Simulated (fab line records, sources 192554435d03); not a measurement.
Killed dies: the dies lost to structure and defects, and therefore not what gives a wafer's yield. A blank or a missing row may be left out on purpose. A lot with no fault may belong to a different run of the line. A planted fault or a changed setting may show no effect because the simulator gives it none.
A struck lot beside a sound one -- flow n5Finfet -- 14 steps out of a route of 1938
Sound: the wafers L424.1, L424.3, L424.6. Wafers L439.4, L439.5, L439.6 were the ones struck. The cause comes at the end.
Order at every step that has rows: each side's tool, ch and its chambers, its first start. Under that, the readings that differ: sound wafers -- struck wafers -- difference of the means -- sigmas: that difference in standard deviations of wafers without a fault.
alike: readings with means less than 2 such deviations apart, plus words and numbers identical on both sides. not compared: withheld readings, readings lacking a value on some wafer, bounds such as >300 that could conceal the same value, and numbers that have no deviation in the record and whose values overlap.
The two part at a step that has a row with sigmas, a row that says differs or no value, or rows on one side only. Non-overlapping numbers with no deviation appear without sigmas and do not part them. Lack of a reading on every wafer of one side parts them only where that side has two or more wafers.

N5_BEOL_M15_SPUTTER_45: material Cu, target thk 100 nm, time 16.67 s.
  sound on pvdSputter-01 at day 12 16:28; struck on pvdSputter-01 at day 16 07:23
  alike: chamberPressurePa, susceptorTempC, throttleValvePct
then, 1 step without rows for these wafers: N5_BEOL_M15_ECD_47 (material Cu, target thk 1860 nm).
N5_BEOL_M15_ANNEAL_48: time 90 s.
  sound on rtpAnneal-02 ch 0, day 12 16:50; struck on rtpAnneal-01 ch 0, day 16 08:18
  alike: annealTempC, wafer_temp_C_max
N5_BEOL_M15_CMP_49: polishes, stops on SiO2, t overpolish 4.9 s, target thk 850 nm.
  sound on cmp-02 ch 0,1,2, day 12 17:10; struck on cmp-02 ch 0,3, day 16 08:28
  alike: barrierFieldEndpointS, motorCurrentA, overpolishRunS, platenRpm, slurryFlowMlMin
  not compared: padLifeWafers
N5_BEOL_M15_THK_MEAS_50: measures by xrf.
  sound on filmMetro-02 at day 12 17:25; struck on filmMetro-01 at day 16 08:46
  alike: M15_THK
then, 1 step without rows for these wafers: N5_BEOL_M15_PRE_CLEAN_52 (time 15 s).
N5_BEOL_M15_DEP_53: deposits SiCN from 3MS/NH3, target thk 50 nm, time 17.8 s.
  sound on pecvd-04 ch 0,1,2, day 12 17:29; struck on pecvd-03 ch 0,1, day 16 08:51
  alike: showerheadPlenumPTorr, showerheadVppV, throttleValvePct
N5_BEOL_M15_RS_MEAS_54: a four-point-probe measurement.
  sound on filmMetro-02 at day 12 17:33; struck on filmMetro-02 at day 16 08:55
  alike: M15_RS
N5_BEOL_M15_INSPECT_55: inspects for defects (darkfield).
  sound on defectInspect-01 at day 12 17:35; struck on defectInspect-01 at day 16 08:56
  alike: rawDefectCount
N5_BEOL_M15_RC_MEAS_101:
  sound on prober-01 ch 0, day 12 17:36; struck on prober-02 ch 0, day 16 09:26
reading,sound,struck,difference,sigmas
COMB_M10 (S/m),1.78e-11 1.46e-11 2.18e-11,1.23e-11 1.08e-11 1.31e-11,-6.00e-12,-2
COMB_M15 (S/m),4.2e-12 4e-12 4.8e-12,2e-12 1.6e-12 2.1e-12,-2e-12,-3
COMB_M9 (S/m),1.7e-11 1.7e-11 3.1e-11,1.5e-11 1.6e-11 1.1e-11,-7.7e-12,-2
SERP_M12 (ohm/um),0.624 0.617 0.615,0.651 0.640 0.656,+0.030,+2
SERP_M5 (ohm/um),37.4 37.9 37.5,42.2 41.1 42.3,+4.3,+3
  alike: COMB_M11, COMB_M12, COMB_M13, COMB_M14, COMB_M5, COMB_M6, COMB_M7, COMB_M8, SERP_M10, SERP_M11, SERP_M13, SERP_M14, SERP_M14_max_site, SERP_M6, SERP_M7, SERP_M8, SERP_M9
N5_PASSIVATION_PECVD_00: deposits SiO2 from SiH4/N2O, target thk 200 nm, time 11.2 s.
  sound on pecvd-04 ch 1,2, day 12 18:34; struck on pecvd-04 ch 0,1,2, day 16 09:57
  alike: heaterPowerW, showerheadPlenumPTorr, showerheadVppV, susceptorTempC, throttleValvePct
then, 1 step without rows for these wafers: N5_MIM_BOT_DEGAS_01 (time 60 s).
N5_MIM_BOT_SPUTTER_00: material TiN, target thk 35 nm, time 89.7 s.
  sound on pvdSputter-02 at day 12 19:29; struck on pvdSputter-02 at day 16 10:29
reading,sound,struck,difference,sigmas
chamberPressurePa (Pa),0.5007 0.4994 0.5012,0.5446 0.5439 0.5440,+0.0437,+46
throttleValvePct (%),31.2 30.4 31.0,28.0 28.6 29.2,-2.3,-3
  alike: susceptorTempC
  not compared: model.TiN_of_MIM_BOT_SPUTTER_00.thkNm
then, 1 step without rows for these wafers: N5_MIM_TOP_ALD_00 (deposits Al2O3, purge time 3 s, co reactant pulse time 3 s).

== WHERE THEY PART ==
Last at N5_MIM_BOT_SPUTTER_00 as far as this record goes, first at N5_BEOL_M15_RC_MEAS_101.

WHY: the cause the simulator had injected
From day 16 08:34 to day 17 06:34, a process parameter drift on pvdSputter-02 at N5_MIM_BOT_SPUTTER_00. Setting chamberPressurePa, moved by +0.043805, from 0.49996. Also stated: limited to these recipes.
